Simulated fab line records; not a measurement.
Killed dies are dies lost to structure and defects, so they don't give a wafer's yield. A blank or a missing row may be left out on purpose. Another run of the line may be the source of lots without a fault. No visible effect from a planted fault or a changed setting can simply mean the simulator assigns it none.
Chamber matching :: flow nand harc :: 4 sister chambers for NHARC_P_BONDPAD_ETCH_37 on rie diel-05
The step etches the open film in N2/H2, target depth 60 nm, overetch 18 nm, time 65.91 s. 4 wafers are shown with their chamber, then 8 later ones without.

## WAFERS, EACH WITH ITS CHAMBER
wafer: L077.6
chamber: 1
drypump motor current A (A): 5.4

wafer: L083.2
chamber: 3
drypump motor current A (A): 6.4

wafer: L083.4
chamber: 2
drypump motor current A (A): 5.2

wafer: L091.3
chamber: 0
drypump motor current A (A): 5.2

## WAFERS WITH NO CHAMBER GIVEN
wafer: L091.4
drypump motor current A (A): 6.4

wafer: L091.6
drypump motor current A (A): 5.5

wafer: L094.1
drypump motor current A (A): 5.5

wafer: L094.2
drypump motor current A (A): 6.4

wafer: L094.4
drypump motor current A (A): 5.2

wafer: L096.2
drypump motor current A (A): 5.5

wafer: L096.3
drypump motor current A (A): 5.2

wafer: L096.5
drypump motor current A (A): 5.2

## THE CHAMBER EACH PASSED THROUGH
wafer: L091.4
from the rows above: 3
in truth: 3

wafer: L091.6
from the rows above: 1
in truth: 1

wafer: L094.1
from the rows above: 1
in truth: 1

wafer: L094.2
from the rows above: 3
in truth: 3

wafer: L094.4
from the rows above: can't be placed: 0 or 2
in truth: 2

wafer: L096.2
from the rows above: 1
in truth: 1

wafer: L096.3
from the rows above: can't be placed: 0 or 2
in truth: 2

wafer: L096.5
from the rows above: can't be placed: 0 or 2
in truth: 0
Correct placement for 5 of the 8. Can't be placed from these rows: 3 (the true chamber is among the candidates in 3). Placed wrongly: 0.
How it was worked out, from the rows above alone: a wafer's distance from a chamber is the root of the sum, over the readings, of the square of ((its reading less the chamber's mean) divided by the reading's scatter). If the next closest chamber is less than 2 further off than the closest, the wafer can't be placed; otherwise it belongs to the closest. For every chamber, the mean is computed from those of its wafers that are shown. The scatter: root of mean squared gap, hidden wafer to nearest shown wafer, with one shown wafer a chamber.
